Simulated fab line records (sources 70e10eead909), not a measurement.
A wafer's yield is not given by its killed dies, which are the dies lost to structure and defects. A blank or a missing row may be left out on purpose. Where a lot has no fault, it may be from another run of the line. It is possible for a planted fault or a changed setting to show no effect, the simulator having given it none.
Chamber matching + flow nand-harc + pecvd-02 running NHARC_P_M1_DEP_33: 3 sister chambers
The step deposits SiCN, target thk 30 nm. 14 wafers are shown with their chamber, then 7 later ones without.

== WAFERS PAIRED WITH THEIR CHAMBERS ==
| wafer  | chamber | heater-power-w (W) |
|--------|---------|--------------------|
| L083.2 | 2       | 680                |
| L083.4 | 2       | 672                |
| L083.6 | 0       | 613                |
| L084.2 | 1       | 684                |
| L084.4 | 2       | 578                |
| L084.6 | 1       | 697                |
| L088.1 | 0       | 667                |
| L088.5 | 1       | 601                |
| L088.6 | 2       | 635                |
| L089.1 | 0       | 645                |
| L089.4 | 1       | 720                |
| L089.5 | 2       | 622                |
| L090.3 | 2       | 664                |
| L090.4 | 0       | 617                |

SIGNATURES (means of the wafers above)
| reading        | chamber 0 | chamber 1 | chamber 2 | scatter within a chamber |
|----------------|-----------|-----------|-----------|--------------------------|
| heater-power-w | 635.50    | 675.50    | 641.83    | 39.7                     |
Rule: a wafer lies at a distance from a chamber equal to the root of the sum of squares, over the readings, of (its reading less the chamber's mean, divided by the reading's scatter). If the next closest chamber is less than 2 further off than the closest, the wafer can't be placed; otherwise it belongs to the closest. The scatter is the square root of a quotient: the sum, over the shown wafers, of each reading's squared deviation from its chamber's mean, divided by wafers minus chambers.

== WAFERS WITHOUT THEIR CHAMBER ==
| wafer  | heater-power-w (W) |
|--------|--------------------|
| L090.6 | 666                |
| L093.2 | 627                |
| L093.3 | 682                |
| L093.5 | 631                |
| L095.2 | 601                |
| L095.5 | 647                |
| L095.6 | 552                |

== WHICH CHAMBER EACH ONE RAN IN ==
| wafer  | from the rows above          | in truth |
|--------|------------------------------|----------|
| L090.6 | can't be placed: 1 or 2 or 0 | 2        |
| L093.2 | can't be placed: 0 or 2 or 1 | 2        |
| L093.3 | can't be placed: 1 or 2 or 0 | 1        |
| L093.5 | can't be placed: 0 or 2 or 1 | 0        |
| L095.2 | can't be placed: 0 or 2 or 1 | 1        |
| L095.5 | can't be placed: 2 or 0 or 1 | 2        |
| L095.6 | can't be placed: 0 or 2 or 1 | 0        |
Correctly placed: 0 of 7. These rows do not allow placing 7 (true chamber among the candidates in 7). Placed wrongly: 0.
